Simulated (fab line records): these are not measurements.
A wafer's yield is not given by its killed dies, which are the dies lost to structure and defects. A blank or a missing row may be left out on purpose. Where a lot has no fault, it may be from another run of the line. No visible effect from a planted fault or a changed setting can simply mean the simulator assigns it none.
fab line records    flow nand_harc
record lots=12  wafers=36  last_day=25
route steps=1159 shown THIN_TSV@1116 END@1158
lots with no fault: from the same line, run without faults
start_h: hours from the record's opening day to when the first of the lot's shown wafers began    wait_h: how many hours have passed since the lot's step before this one    " as in the row above    L1.1+2: a single row standing in for several wafers    - no value present, or no start provided    * or withheld: withheld    < > ~ a bound
route shown NAME@n: a module of which the file shows steps, and the number in the route of the first    usual: mean/standard deviation of fault-free wafers    same: alike in all rows    chamber/n: place in a boat    sites: each site's reading    _std_site: their standard deviation    _edge_site: outer sites' mean less inner sites'    radius_mm: for every site, how far away it sits from the centre of the wafer    mask NAME#n: copy n    behind: the tool/chamber that last shaped the wafer    hold: cause of the lot's hold/its duration in hours/its outcome    device: the n, p or np transistor that did not switch    end of line: the same wafers' tests at the end of the route    where a step has no rows: the recipe by itself    killed: count of dies lost to structure and defects at first sort (not the wafer's yield)    map: a wafer's dies, marking killed ones x, the rest . and places with no die _
set.NAME: the setting as run; set.NAME@STEP: as run at that earlier step    model.NAME: the simulator's own value behind a step, which no gauge read
route steps across a sampled set of lots; one table per step, one row per wafer
services: the hour from which a tool's chamber was out of use, counted from the record's first day as start_h (under 0 if before that day), plus the number of hours and why
## steps
# step NHARC_THIN_TSV_CD_MEAS_12
# recipe target_cd_nm=1000  landing_energy_ev=500
# usual cd_nm=1000.6/1.9
lot.wafer  tool       chamber  start_h  wait_h  cd_nm
L564.1     cd_sem-02  0        432.16   -       998.6
L564.4     "          0        "        "       1001.5
L564.5     "          0        "        "       1002.5
L566.2     cd_sem-02  0        437.78   -       1001.9
L566.4     "          0        "        "       1000.8
L566.6     "          0        "        "       1001.3
L567.2     cd_sem-01  0        439.09   -       998.6
L567.4     "          0        "        "       999.6
L567.5     "          0        "        "       999.4
L568.1     cd_sem-03  0        440.28   -       1000.2
L568.3     "          0        "        "       997.6
L568.4     "          0        "        "       999.5
L576.1     cd_sem-02  0        497.43   -       1001.9
L576.4     "          0        "        "       999.0
L576.6     "          0        "        "       1000.4
L578.1     cd_sem-01  0        499.74   -       999.5
L578.3     "          0        "        "       998.0
L578.6     "          0        "        "       996.4
L581.1     cd_sem-01  0        527.97   -       998.3
L581.3     "          0        "        "       1001.7
L581.4     "          0        "        "       997.2
L583.2     cd_sem-03  0        529.28   -       1000.2
L583.4     "          0        "        "       1003.2
L583.5     "          0        "        "       998.9
L582.1     cd_sem-02  0        530.54   -       999.0
L582.3     "          0        "        "       1001.7
L582.6     "          0        "        "       1006.0
L586.1     cd_sem-02  0        550.75   -       1001.6
L586.5     "          0        "        "       1001.6
L586.6     "          0        "        "       998.8
L585.1     cd_sem-02  0        560.65   -       1000.3
L585.2     "          0        "        "       1000.4
L585.3     "          0        "        "       1000.0
L587.2     cd_sem-03  0        585.94   -       999.9
L587.3     "          0        "        "       1001.0
L587.5     "          0        "        "       1003.5
# step NHARC_THIN_TSV_CD_MEAS_33
# recipe target_cd_nm=5000  landing_energy_ev=500
# usual cd_nm=4999.9/1.3
lot.wafer  tool       chamber  start_h  wait_h  cd_nm
L564.1     cd_sem-02  0        438.08   -       4998.4
L564.4     "          0        "        "       4999.2
L564.5     "          0        "        "       4999.0
L566.2     cd_sem-02  0        443.69   -       4997.9
L566.4     "          0        "        "       5000.3
L566.6     "          0        "        "       4999.2
L567.2     cd_sem-02  0        444.88   -       4998.7
L567.4     "          0        "        "       5000.8
L567.5     "          0        "        "       5000.6
L568.1     cd_sem-03  0        446.10   -       5001.4
L568.3     "          0        "        "       5000.6
L568.4     "          0        "        "       4999.5
L576.1     cd_sem-01  0        503.41   -       4998.2
L576.4     "          0        "        "       4999.7
L576.6     "          0        "        "       5001.3
L578.1     cd_sem-03  0        505.64   -       5001.0
L578.3     "          0        "        "       4999.9
L578.6     "          0        "        "       4999.7
L581.1     cd_sem-02  0        533.86   -       4997.8
L581.3     "          0        "        "       5001.8
L581.4     "          0        "        "       4999.1
L583.2     cd_sem-03  0        535.28   -       4999.6
L583.4     "          0        "        "       4998.8
L583.5     "          0        "        "       4999.7
L582.1     cd_sem-03  0        536.59   -       5001.7
L582.3     "          0        "        "       5001.5
L582.6     "          0        "        "       5000.8
L586.1     cd_sem-03  0        556.78   -       5000.2
L586.5     "          0        "        "       4999.1
L586.6     "          0        "        "       5000.5
L585.1     cd_sem-03  0        566.54   -       4998.9
L585.2     "          0        "        "       4999.4
L585.3     "          0        "        "       5000.7
L587.2     cd_sem-02  0        592.04   -       4997.5
L587.3     "          0        "        "       4997.2
L587.5     "          0        "        "       4999.1
# step NHARC_THIN_TSV_ETCH_36
# recipe target_depth_a=650  over_etch_frac=0.3  time_s=18.571  ion_energy_ev=150  chemistry=Cl2/BCl3
# usual chamber_pressure_mTorr=10.000/0.0085  drypump_motor_current_A=5.7/0.36  oes_product_au=1.000/0.0094
lot.wafer  tool          chamber  start_h  wait_h  chamber_pressure_mTorr  drypump_motor_current_A  oes_product_au  rf_hours_counter_h
L564.1     rie_metal-03  0        438.63   0.2     9.985                   6.1                      0.996           4.8
L564.4     "             1        "        "       10.000                  6.2                      0.994           -
L564.5     "             0        "        "       10.000                  6.1                      1.008           -
L566.2     rie_metal-01  0        444.25   0.2     9.991                   5.7                      0.990           2.9
L566.4     "             1        "        "       9.990                   5.4                      0.999           -
L566.6     "             1        "        "       10.007                  5.4                      1.000           -
L567.2     rie_metal-02  1        445.43   0.2     -                       -                        -               -
L567.4     "             0        "        "       -                       -                        -               -
L567.5     "             1        "        "       -                       -                        -               -
L568.1     rie_metal-03  0        446.65   0.2     -                       -                        -               -
L568.4     "             1        "        "       -                       -                        -               -
L568.3     "             0        "        "       -                       -                        -               -
L576.1     rie_metal-02  1        503.97   0.2     9.997                   5.6                      1.003           2.7
L576.4     "             1        "        "       10.008                  5.6                      1.008           -
L576.6     "             1        "        "       10.006                  5.6                      1.011           -
L578.1     rie_metal-02  0        506.20   0.2     9.990                   5.3                      0.995           3.6
L578.3     "             1        "        "       9.993                   5.6                      1.007           -
L578.6     "             1        "        "       10.006                  5.6                      1.012           -
L581.1     rie_metal-01  0        534.42   0.2     10.013                  5.7                      0.980           0.4
L581.4     "             1        "        "       9.993                   5.4                      1.004           -
L581.3     "             0        "        "       10.005                  5.8                      0.990           -
L583.2     rie_metal-01  0        535.83   0.2     10.008                  5.7                      0.997           0.6
L583.4     "             1        "        "       10.008                  5.4                      1.009           -
L583.5     "             0        "        "       10.012                  5.7                      0.990           -
L582.1     rie_metal-03  0        537.14   0.2     10.015                  6.1                      0.996           2.6
L582.3     "             0        "        "       9.997                   6.1                      1.008           -
L582.6     "             1        "        "       9.994                   6.3                      0.998           -
L586.1     rie_metal-03  0        557.33   0.2     10.007                  6.0                      1.007           2.9
L586.5     "             1        "        "       9.974                   6.3                      0.993           -
L586.6     "             0        "        "       9.997                   6.1                      0.999           -
L585.2     rie_metal-01  0        567.09   0.2     10.013                  5.8                      0.984           1.4
L585.1     "             1        "        "       9.995                   5.4                      1.003           1.4
L585.3     "             0        "        "       9.995                   5.7                      0.988           -
L587.2     rie_metal-02  0        592.61   0.2     9.997                   5.3                      1.010           0.7
L587.3     "             0        "        "       9.993                   5.3                      1.007           -
L587.5     "             0        "        "       10.020                  5.3                      1.000           -
# step NHARC_END_WLT_00
# usual VT_DECK1_BOTTOM=0.868/0.008  VT_DECK1_BOTTOM_INNER=0.868/0.0082  VT_DECK1_MEDIAN_NEAR_BOTTOM=0.869/0.008  VT_DECK1_MEDIAN_NEAR_BOTTOM_INNER=0.870/0.0078  VT_DECK1_MIDDLE=0.881/0.0077  VT_DECK1_MIDDLE_INNER=0.880/0.0078  VT_DECK1_TOP=0.893/0.0083  VT_DECK1_TOP_INNER=0.892/0.0079
lot.wafer  tool       chamber  start_h  wait_h  VT_DECK1_BOTTOM  VT_DECK1_BOTTOM_INNER  VT_DECK1_MEDIAN_NEAR_BOTTOM  VT_DECK1_MEDIAN_NEAR_BOTTOM_INNER  VT_DECK1_MIDDLE  VT_DECK1_MIDDLE_INNER  VT_DECK1_TOP  VT_DECK1_TOP_INNER
L564.1     prober-01  -        441.58   0.0     0.865            0.866                  0.868                        0.867                              0.881            0.882                  0.894         0.900
L564.4     "          -        443.05   1.5     0.875            0.874                  0.875                        0.876                              0.880            0.890                  0.896         0.898
L564.5     "          -        "        "       0.877            0.880                  0.877                        0.883                              0.875            0.881                  0.892         0.890
L566.2     prober-02  -        452.12   0.5     0.877            0.886                  0.875                        0.874                              0.894            0.904                  0.907         0.914
L566.4     "          -        "        "       0.878            0.878                  0.886                        0.878                              0.898            0.895                  0.904         0.900
L566.6     "          -        "        "       0.882            0.882                  0.884                        0.886                              0.894            0.891                  0.909         0.908
L576.1     prober-02  -        511.05   0.1     0.865            0.859                  0.855                        0.858                              0.873            0.866                  0.880         0.878
L576.4     "          -        512.56   1.6     0.862            0.860                  0.863                        0.865                              0.878            0.870                  0.885         0.876
L576.6     "          -        513.57   2.6     0.861            0.863                  0.863                        0.857                              0.871            0.866                  0.879         0.884
L578.1     prober-01  -        518.87   7.9     0.877            0.878                  0.875                        0.881                              0.891            0.880                  0.902         0.899
L578.3     "          -        519.90   8.9     0.877            0.880                  0.879                        0.886                              0.885            0.889                  0.892         0.894
L578.6     "          -        521.45   10.4    0.871            0.884                  0.872                        0.872                              0.879            0.883                  0.900         0.903
L581.1     prober-01  -        539.80   0.0     0.871            0.881                  0.880                        0.870                              0.887            0.889                  0.895         0.892
L581.3     "          -        "        "       0.870            0.864                  0.869                        0.869                              0.883            0.888                  0.903         0.896
L581.4     "          -        "        "       0.870            0.874                  0.875                        0.865                              0.883            0.882                  0.891         0.892
L583.2     prober-02  -        540.31   0.6     0.860            0.863                  0.870                        0.860                              0.881            0.874                  0.889         0.893
L583.4     "          -        "        "       0.859            0.858                  0.867                        0.858                              0.878            0.873                  0.878         0.891
L583.5     "          -        "        "       0.863            0.868                  0.867                        0.863                              0.874            0.882                  0.887         0.888
L582.1     prober-02  -        547.54   7.8     0.865            0.870                  0.866                        0.878                              0.882            0.882                  0.893         0.884
L582.3     "          -        "        "       0.876            0.874                  0.867                        0.878                              0.877            0.880                  0.888         0.888
L582.6     "          -        550.03   10.3    0.863            0.863                  0.863                        0.870                              0.884            0.876                  0.888         0.888
L586.1     prober-02  -        561.29   0.1     0.863            0.866                  0.862                        0.860                              0.881            0.879                  0.895         0.893
L586.5     "          -        563.29   2.1     0.872            0.863                  0.873                        0.865                              0.877            0.876                  0.890         0.888
L586.6     "          -        "        "       0.859            0.867                  0.864                        0.874                              0.875            0.873                  0.895         0.891
L585.1     prober-02  -        572.76   0.1     0.867            0.874                  0.879                        0.882                              0.881            0.894                  0.895         0.898
L585.2     "          -        "        "       0.876            0.873                  0.885                        0.872                              0.879            0.879                  0.900         0.893
L585.3     "          -        "        "       0.866            0.866                  0.865                        0.872                              0.887            0.882                  0.896         0.894
L587.2     prober-02  -        598.01   1.4     0.871            0.879                  0.878                        0.869                              0.891            0.883                  0.895         0.910
L587.3     "          -        "        "       0.869            0.874                  0.871                        0.872                              0.884            0.883                  0.907         0.900
L587.5     "          -        "        "       0.881            0.878                  0.883                        0.881                              0.891            0.890                  0.903         0.898
# step NHARC_END_SORT_01
# recipe temp_c=25
# usual defect_limited_yield=95.6/1.4  killed_at_array=26/9  killed_at_other=0.8/1.2  killed_at_periphery=3.2/2.3  killed_dies=30/9.1  killed_open=3.5/2  killed_short=1.8/1.4  sort_bin_2_pct=1.4/0.59  sort_bin_3_pct=0.25/0.22  sort_bin_4_pct=2.8/0.91  sort_n_pass=647/9.1  sort_rim_yield_pct=95.4/3  sort_yield_pct=95.6/1.4
# same gross_dies=677  sort_bin_5_pct[%]=0  sort_bin_6_pct[%]=0  sort_bin_7_pct[%]=0  sort_bin_8_pct[%]=0  sort_rim_n_gross=106.00
lot.wafer  tool       chamber  start_h  wait_h  defect_limited_yield[%]  killed_at_array  killed_at_other  killed_at_periphery  killed_dies  killed_open  killed_short  sort_bin_2_pct[%]  sort_bin_3_pct[%]  sort_bin_4_pct[%]  sort_n_pass  sort_rim_yield_pct[%]  sort_yield_pct[%]
L564.1     prober-01  0        444.51   2.4     95.3                     26               0                6                    32           7            4             1.3                0.30               3.1                645          93.4                   95.3
L564.4     prober-01  0        446.94   3.4     95.7                     23               2                4                    29           11           2             1.5                0                  2.8                648          94.3                   95.7
L564.5     prober-01  0        447.75   3.7     95.4                     25               3                3                    31           7            2             1.5                0                  3.1                646          95.3                   95.4
L566.2     prober-02  0        455.39   2.8     95.9                     25               2                1                    28           2            0             1.2                0.30               2.7                649          98.1                   95.9
L566.4     prober-02  0        456.98   3.4     95.4                     27               2                2                    31           3            0             1.6                0.15               2.8                646          97.2                   95.4
L566.6     prober-02  0        458.57   4.0     96.2                     23               0                3                    26           6            2             1.3                0.30               2.2                651          98.1                   96.2
L567.2     prober-01  0        455.42   2.8     0                        25               649              3                    677          3            2             97.0               0.15               2.8                0            0                      0
L567.4     prober-01  0        457.03   3.4     0                        20               654              3                    677          6            3             97.8               0.15               2.1                0            0                      0
L567.5     prober-01  0        457.84   3.7     0                        17               658              2                    677          1            1             97.6               0                  2.4                0            0                      0
L568.1     prober-02  0        462.34   2.5     0                        27               648              2                    677          7            1             96.6               0                  3.4                0            0                      0
L568.3     prober-02  0        463.93   3.1     0                        19               658              0                    677          5            4             98.1               0.30               1.6                0            0                      0
L568.4     prober-02  0        464.72   3.4     0                        20               652              5                    677          11           2             97.6               0.30               2.1                0            0                      0
L576.1     prober-02  0        514.07   2.5     96.0                     22               1                4                    27           3            4             0.9                0.15               3.0                650          93.4                   96.0
L576.4     prober-02  0        516.50   3.4     96.6                     21               0                2                    23           2            0             1.6                0                  1.8                654          92.5                   96.6
L576.6     prober-02  0        518.12   4.0     96.6                     20               0                3                    23           3            2             1.3                0                  2.1                654          92.5                   96.6
L578.1     prober-01  0        521.96   2.6     93.4                     42               1                2                    45           4            2             1.9                1.03               3.7                632          95.3                   93.4
L578.3     prober-01  0        523.55   3.1     94.1                     38               0                2                    40           2            4             1.6                0.74               3.5                637          96.2                   94.1
L578.6     prober-01  0        525.93   4.0     93.5                     42               0                2                    44           5            1             1.5                0.30               4.7                633          96.2                   93.5
L581.1     prober-01  0        542.76   2.5     95.4                     28               0                3                    31           4            1             1.9                0                  2.7                646          96.2                   95.4
L581.3     prober-01  0        544.36   3.1     94.7                     35               0                1                    36           2            1             1.2                0.15               4.0                641          98.1                   94.7
L581.4     prober-01  0        545.16   3.4     93.9                     35               1                5                    41           5            0             2.1                0.44               3.5                636          99.1                   93.9
L583.2     prober-02  0        543.59   2.8     94.1                     35               1                4                    40           1            2             2.4                0                  3.5                637          92.5                   94.1
L583.4     prober-02  0        545.17   3.4     91.4                     52               0                6                    58           9            2             3.2                0.59               4.7                619          92.5                   91.4
L583.5     prober-02  0        545.96   3.7     93.8                     38               1                3                    42           0            3             2.7                0.15               3.4                635          95.3                   93.8
L582.1     prober-02  0        550.53   2.5     93.1                     31               0                16                   47           5            1             1.9                0                  5.0                630          94.3                   93.1
L582.3     prober-02  0        552.14   3.1     94.8                     29               0                6                    35           4            2             1.8                0                  3.4                642          98.1                   94.8
L582.6     prober-02  0        554.55   4.0     95.1                     28               0                5                    33           6            0             1.5                0.30               3.1                644          93.4                   95.1
L586.1     prober-02  0        564.29   2.5     96.2                     21               0                5                    26           3            1             1.2                0.44               2.2                651          95.3                   96.2
L586.5     prober-02  0        567.44   3.7     96.0                     22               0                5                    27           2            6             1.6                0                  2.4                650          94.3                   96.0
L586.6     prober-02  0        568.23   3.9     95.6                     25               0                5                    30           7            3             1.3                0.15               3.0                647          93.4                   95.6
L585.1     prober-02  0        575.75   2.5     94.4                     35               1                2                    38           2            1             2.2                0.30               3.1                639          83.0                   94.4
L585.2     prober-02  0        576.56   2.8     96.2                     24               0                2                    26           3            0             1.0                0                  2.8                651          93.4                   96.2
L585.3     prober-02  0        577.37   3.1     94.8                     34               0                1                    35           3            1             1.0                0.15               4.0                642          88.7                   94.8
L587.2     prober-02  0        601.29   2.8     93.2                     42               1                3                    46           3            3             1.8                0.74               4.3                631          88.7                   93.2
L587.3     prober-02  0        602.08   3.1     93.1                     36               2                9                    47           6            2             2.8                0                  4.1                630          87.7                   93.1
L587.5     prober-02  0        603.68   3.7     94.4                     35               1                2                    38           5            1             1.5                0.44               3.7                639          87.7                   94.4
# killed by level:class
L564.1 P_GATE:chamber_film_flake=3 A_SGD_CUT:chamber_film_flake=3 A_SLIT:chamber_film_flake=3 A_SLIT:unspecified=3 A_CHANNEL_HOLE_D1:geometric_particle:open=2 A_CHANNEL_HOLE_D1:chamber_film_flake=2 A_STAIRCASE:chamber_film_flake=2 P_CONTACT:geometric_particle:open=1
L564.4 A_CONTACT:geometric_particle:open=3 A_SLIT:unspecified=3 A_CHANNEL_HOLE_D1:geometric_particle:open=2 A_CHANNEL_HOLE_D1:chamber_film_flake=2 A_SLIT:chamber_film_flake=2 P_GATE:geometric_particle:open=1 A_ONON_D1:geometric_particle:open=1 A_ONON_D1:geometric_particle:short=1
L564.5 A_SGD_CUT:chamber_film_flake=5 A_SLIT:chamber_film_flake=5 A_CHANNEL_HOLE_D1:chamber_film_flake=3 A_CHANNEL_HOLE_D1:geometric_particle:open=2 P_GATE:chamber_film_flake=2 THIN_TSV:chamber_film_flake=2 P_GATE:geometric_particle:short=1 A_CHANNEL_HOLE_D1:geometric_particle:short=1
L566.2 A_CHANNEL_HOLE_D1:chamber_film_flake=16 A_CONTACT:chamber_film_flake=4 A_CHANNEL_FILL_D1:chamber_film_flake=2 THIN_TSV:chamber_film_flake=2 A_ONON_D1:geometric_particle:open=1 A_M1:geometric_particle:open=1 P_BONDPAD:chamber_film_flake=1 A_ZERO_WELL:chamber_film_flake=1
L567.2 THIN_TSV:area_etch=649 A_CHANNEL_HOLE_D1:chamber_film_flake=13 A_WL_FILL:chamber_film_flake=4 A_STAIRCASE:chamber_film_flake=3 P_M1:geometric_particle:open=1 A_CHANNEL_FILL_D1:geometric_particle:short=1 A_WL_FILL:geometric_particle:short=1 A_CONTACT:geometric_particle:open=1
L566.4 A_CHANNEL_HOLE_D1:chamber_film_flake=12 A_CONTACT:chamber_film_flake=9 A_CHANNEL_FILL_D1:chamber_film_flake=2 THIN_TSV:chamber_film_flake=2 P_CONTACT:geometric_particle:open=1 P_M0:geometric_particle:open=1 A_CONTACT:geometric_particle:open=1 A_ZERO_WELL:chamber_film_flake=1
L567.4 THIN_TSV:area_etch=654 A_CHANNEL_HOLE_D1:chamber_film_flake=7 A_CONTACT:geometric_particle:open=4 A_WL_FILL:chamber_film_flake=3 A_STAIRCASE:chamber_film_flake=2 P_CONTACT:geometric_particle:open=1 P_CONTACT:geometric_particle:short=1 P_M0:geometric_particle:short=1
L567.5 THIN_TSV:area_etch=658 A_CHANNEL_HOLE_D1:chamber_film_flake=10 A_WL_FILL:geometric_particle:short=1 A_M1:geometric_particle:open=1 P_STI:chamber_film_flake=1 P_GATE:chamber_film_flake=1 A_STAIRCASE:chamber_film_flake=1 A_SGD_CUT:chamber_film_flake=1
L566.6 A_CHANNEL_HOLE_D1:chamber_film_flake=10 A_CONTACT:chamber_film_flake=4 P_M1:geometric_particle:open=2 A_WL_FILL:geometric_particle:short=2 A_ONON_D1:geometric_particle:open=1 A_CHANNEL_FILL_D1:geometric_particle:open=1 A_CONTACT:geometric_particle:open=1 A_BLC:geometric_particle:open=1
L568.1 THIN_TSV:area_etch=647 A_STAIRCASE:chamber_film_flake=12 A_M0:geometric_particle:open=4 A_SLIT:chamber_film_flake=4 A_CHANNEL_HOLE_D1:chamber_film_flake=2 A_CONTACT:chamber_film_flake=2 P_CONTACT:geometric_particle:open=1 P_M0:geometric_particle:open=1
L568.3 THIN_TSV:area_etch=658 A_SLIT:chamber_film_flake=6 A_CHANNEL_HOLE_D1:geometric_particle:short=2 A_CHANNEL_FILL_D1:geometric_particle:short=2 A_CHANNEL_FILL_D1:geometric_particle:open=2 A_CHANNEL_HOLE_D1:chamber_film_flake=2 A_ONON_D1:geometric_particle:open=1 A_CONTACT:geometric_particle:open=1
L568.4 THIN_TSV:area_etch=652 A_STAIRCASE:chamber_film_flake=5 A_SLIT:chamber_film_flake=4 P_CONTACT:geometric_particle:open=3 A_CHANNEL_HOLE_D1:geometric_particle:open=2 A_CONTACT:geometric_particle:open=2 A_CHANNEL_HOLE_D1:chamber_film_flake=2 P_CONTACT:geometric_particle:short=1
L576.1 A_SLIT:chamber_film_flake=9 A_CHANNEL_HOLE_D1:chamber_film_flake=4 A_CONTACT:chamber_film_flake=3 A_WL_FILL:geometric_particle:short=2 P_M1:chamber_film_flake=2 P_M0:geometric_particle:short=1 A_CHANNEL_FILL_D1:geometric_particle:short=1 A_WL_FILL:geometric_particle:open=1
L576.4 A_SLIT:chamber_film_flake=13 A_CHANNEL_HOLE_D1:chamber_film_flake=3 A_STAIRCASE:chamber_film_flake=2 P_M1:geometric_particle:open=1 A_CHANNEL_HOLE_D1:geometric_particle:open=1 P_ZERO_WELL:chamber_film_flake=1 A_WL_FILL:chamber_film_flake=1 A_CONTACT:chamber_film_flake=1
L576.6 A_SLIT:chamber_film_flake=8 A_CHANNEL_HOLE_D1:chamber_film_flake=4 A_CONTACT:chamber_film_flake=4 P_CONTACT:geometric_particle:open=1 P_M2:geometric_particle:short=1 A_ONON_D1:geometric_particle:short=1 A_CHANNEL_FILL_D1:geometric_particle:open=1 A_BLC:geometric_particle:open=1
L578.1 A_CHANNEL_HOLE_D1:chamber_film_flake=18 A_SGD_CUT:chamber_film_flake=10 A_STAIRCASE:chamber_film_flake=4 A_CONTACT:chamber_film_flake=4 A_M0:geometric_particle:open=2 A_ONON_D1:geometric_particle:open=1 A_CHANNEL_HOLE_D1:geometric_particle:open=1 A_CHANNEL_HOLE_D1:geometric_particle:short=1
L578.3 A_CHANNEL_HOLE_D1:chamber_film_flake=20 A_SGD_CUT:chamber_film_flake=6 A_STAIRCASE:chamber_film_flake=3 A_CONTACT:chamber_film_flake=3 P_M2:geometric_particle:open=1 A_ONON_D1:geometric_particle:short=1 A_CHANNEL_FILL_D1:geometric_particle:short=1 A_SGD_CUT:geometric_particle:short=1
L578.6 A_CHANNEL_HOLE_D1:chamber_film_flake=24 A_STAIRCASE:chamber_film_flake=5 A_SGD_CUT:chamber_film_flake=5 A_CONTACT:chamber_film_flake=3 P_STI:geometric_particle:open=2 A_SGD_CUT:geometric_particle:open=2 A_CHANNEL_HOLE_D1:geometric_particle:short=1 A_CONTACT:geometric_particle:open=1
L581.1 A_CHANNEL_HOLE_D1:chamber_film_flake=15 A_STAIRCASE:chamber_film_flake=4 A_CONTACT:chamber_film_flake=3 P_STI:chamber_film_flake=2 A_M0:chamber_film_flake=2 P_CONTACT:geometric_particle:open=1 A_ONON_D1:geometric_particle:open=1 A_CHANNEL_FILL_D1:geometric_particle:short=1
L583.2 A_CHANNEL_HOLE_D1:chamber_film_flake=15 A_SLIT:chamber_film_flake=11 A_CONTACT:chamber_film_flake=4 A_STAIRCASE:chamber_film_flake=3 P_M0:geometric_particle:open=1 P_M2:geometric_particle:short=1 A_WL_FILL:geometric_particle:short=1 P_ZERO_WELL:chamber_film_flake=1
L581.3 A_CHANNEL_HOLE_D1:chamber_film_flake=16 A_CONTACT:chamber_film_flake=10 A_STAIRCASE:chamber_film_flake=3 A_M0:chamber_film_flake=3 A_CONTACT:geometric_particle:open=2 A_ONON_D1:geometric_particle:short=1 P_ZERO_WELL:chamber_film_flake=1
L581.4 A_CHANNEL_HOLE_D1:chamber_film_flake=23 A_CONTACT:chamber_film_flake=4 P_CONTACT:geometric_particle:open=2 P_STI:chamber_film_flake=2 A_STAIRCASE:chamber_film_flake=2 A_M0:chamber_film_flake=2 A_WL_FILL:geometric_particle:open=1 A_CONTACT:geometric_particle:open=1
L583.4 A_CHANNEL_HOLE_D1:chamber_film_flake=20 A_SLIT:chamber_film_flake=12 A_STAIRCASE:chamber_film_flake=7 A_M0:geometric_particle:open=5 A_CONTACT:chamber_film_flake=4 A_BLC:geometric_particle:open=2 P_GATE:geometric_particle:short=1 P_M0:geometric_particle:open=1
L583.5 A_CHANNEL_HOLE_D1:chamber_film_flake=23 A_SLIT:chamber_film_flake=9 P_ZERO_WELL:chamber_film_flake=2 A_STAIRCASE:chamber_film_flake=2 A_WL_FILL:geometric_particle:short=1 A_CONTACT:geometric_particle:short=1 A_M1:geometric_particle:short=1 P_STI:chamber_film_flake=1
L582.1 A_CHANNEL_HOLE_D1:chamber_film_flake=22 P_ZERO_WELL:chamber_film_flake=9 A_CONTACT:chamber_film_flake=4 P_CONTACT:geometric_particle:open=3 P_CONTACT:chamber_film_flake=2 A_STAIRCASE:chamber_film_flake=2 P_M0:geometric_particle:short=1 A_ONON_D1:geometric_particle:open=1
L582.3 A_CHANNEL_HOLE_D1:chamber_film_flake=22 A_M1:geometric_particle:open=2 P_ZERO_WELL:chamber_film_flake=2 P_M1:chamber_film_flake=2 P_M2:geometric_particle:open=1 A_CHANNEL_FILL_D1:geometric_particle:open=1 A_CHANNEL_FILL_D1:geometric_particle:short=1 A_M1:geometric_particle:short=1
L582.6 A_CHANNEL_HOLE_D1:chamber_film_flake=14 A_CONTACT:geometric_particle:open=3 A_CONTACT:chamber_film_flake=3 P_ZERO_WELL:chamber_film_flake=2 P_STI:chamber_film_flake=2 A_STAIRCASE:chamber_film_flake=2 A_M0:chamber_film_flake=2 P_CONTACT:geometric_particle:open=1
L586.1 A_CHANNEL_HOLE_D1:chamber_film_flake=7 A_CONTACT:chamber_film_flake=6 A_STAIRCASE:chamber_film_flake=4 P_STI:chamber_film_flake=2 A_WL_FILL:chamber_film_flake=2 P_CONTACT:geometric_particle:open=1 P_M0:geometric_particle:open=1 A_ONON_D1:geometric_particle:open=1
L586.5 A_CHANNEL_HOLE_D1:chamber_film_flake=5 A_STAIRCASE:chamber_film_flake=4 A_CONTACT:chamber_film_flake=4 A_WL_FILL:geometric_particle:short=3 P_STI:chamber_film_flake=3 P_GATE:geometric_particle:open=1 A_CHANNEL_HOLE_D1:geometric_particle:short=1 A_CHANNEL_FILL_D1:geometric_particle:short=1
L586.6 A_CHANNEL_HOLE_D1:chamber_film_flake=7 A_CONTACT:chamber_film_flake=7 A_STAIRCASE:chamber_film_flake=4 P_M0:geometric_particle:open=2 A_M1:geometric_particle:open=2 P_STI:chamber_film_flake=2 P_CONTACT:geometric_particle:open=1 A_ONON_D1:geometric_particle:short=1
L585.1 A_SLIT:chamber_film_flake=17 A_CONTACT:chamber_film_flake=7 A_CHANNEL_HOLE_D1:chamber_film_flake=6 A_SLIT:geometric_particle:open=1 A_CONTACT:geometric_particle:open=1 A_CONTACT:geometric_particle:short=1 P_ZERO_WELL:chamber_film_flake=1 P_GATE:chamber_film_flake=1
L585.2 A_SLIT:chamber_film_flake=11 A_CONTACT:chamber_film_flake=6 A_CHANNEL_HOLE_D1:chamber_film_flake=4 P_CONTACT:geometric_particle:open=2 A_STAIRCASE:chamber_film_flake=2 A_M0:geometric_particle:open=1
L585.3 A_SLIT:chamber_film_flake=11 A_CHANNEL_HOLE_D1:chamber_film_flake=9 A_CONTACT:chamber_film_flake=7 A_STAIRCASE:chamber_film_flake=4 P_M0:geometric_particle:open=1 A_SGD_CUT:geometric_particle:open=1 A_CONTACT:geometric_particle:open=1 A_BLC:geometric_particle:short=1
L587.2 A_SLIT:chamber_film_flake=13 A_STAIRCASE:chamber_film_flake=7 A_CONTACT:chamber_film_flake=7 A_CHANNEL_HOLE_D1:chamber_film_flake=4 A_SGD_CUT:chamber_film_flake=4 P_STI:chamber_film_flake=2 A_ONON_D1:geometric_particle:open=1 A_ONON_D1:geometric_particle:short=1
L587.3 A_SLIT:chamber_film_flake=12 P_STI:chamber_film_flake=6 A_CHANNEL_HOLE_D1:chamber_film_flake=5 A_SGD_CUT:chamber_film_flake=5 A_STAIRCASE:chamber_film_flake=4 A_CONTACT:chamber_film_flake=4 A_M0:geometric_particle:open=3 THIN_TSV:chamber_film_flake=2
L587.5 A_SLIT:chamber_film_flake=15 A_CHANNEL_HOLE_D1:chamber_film_flake=5 A_SGD_CUT:chamber_film_flake=5 A_CONTACT:chamber_film_flake=3 A_ONON_D1:geometric_particle:open=2 P_STI:chamber_film_flake=2 A_CHANNEL_FILL_D1:geometric_particle:open=1 A_SGD_CUT:geometric_particle:short=1
## services
tool          chamber  start_h  hours  kind
rie_metal-03  -        453.00   9.0    pm
rie_metal-03  0        453.00   9.0    vent_cycle
rie_metal-03  1        453.00   9.0    vent_cycle
rie_metal-02  1        457.24   5.4    repair
rie_metal-03  0        462.00   -      clean
rie_metal-03  1        462.00   -      clean
rie_metal-01  1        465.44   3.0    repair
rie_metal-01  -        483.21   0.3    repair
rie_metal-01  -        509.00   9.0    pm
rie_metal-01  0        509.00   9.0    vent_cycle
rie_metal-01  1        509.00   9.0    vent_cycle
rie_metal-01  0        518.00   -      clean
rie_metal-01  1        518.00   -      clean
rie_metal-02  -        565.00   9.0    pm
rie_metal-02  0        565.00   9.0    vent_cycle
rie_metal-02  1        565.00   9.0    vent_cycle
rie_metal-02  0        574.00   -      clean
rie_metal-02  1        574.00   -      clean
## key
first_sign step=NHARC_THIN_TSV_ETCH_36  reading=tool_record  direction=missing
effect step=NHARC_END_SORT_01  reading=killed_at_other  direction=up  sigmas=99+  usual=0.8  struck=653.2
more_kills_born_at NHARC_THIN_TSV_ETCH_36@rie_metal-02=1961  NHARC_THIN_TSV_ETCH_36@rie_metal-03=1957
met_at NHARC_THIN_TSV_ETCH_36
struck_lots L567,L568
later_rows_left_out L567.2,L567.4,L567.5,L568.1,L568.3,L568.4
not_acting_at NHARC_THIN_TSV_CD_MEAS_12,NHARC_THIN_TSV_CD_MEAS_33,NHARC_END_WLT_00
onset_between 438.63 445.43
fault kind=skipped_step_whole  tool=rie_metal-02,rie_metal-03  chamber=-  onset_h=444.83  steps=NHARC_THIN_TSV_ETCH_36  scope=struck_lots_only
# later_rows_left_out: the simulator's readings of these wafers behind a module that went badly wrong aren't trusted and aren't shown, but for the sort
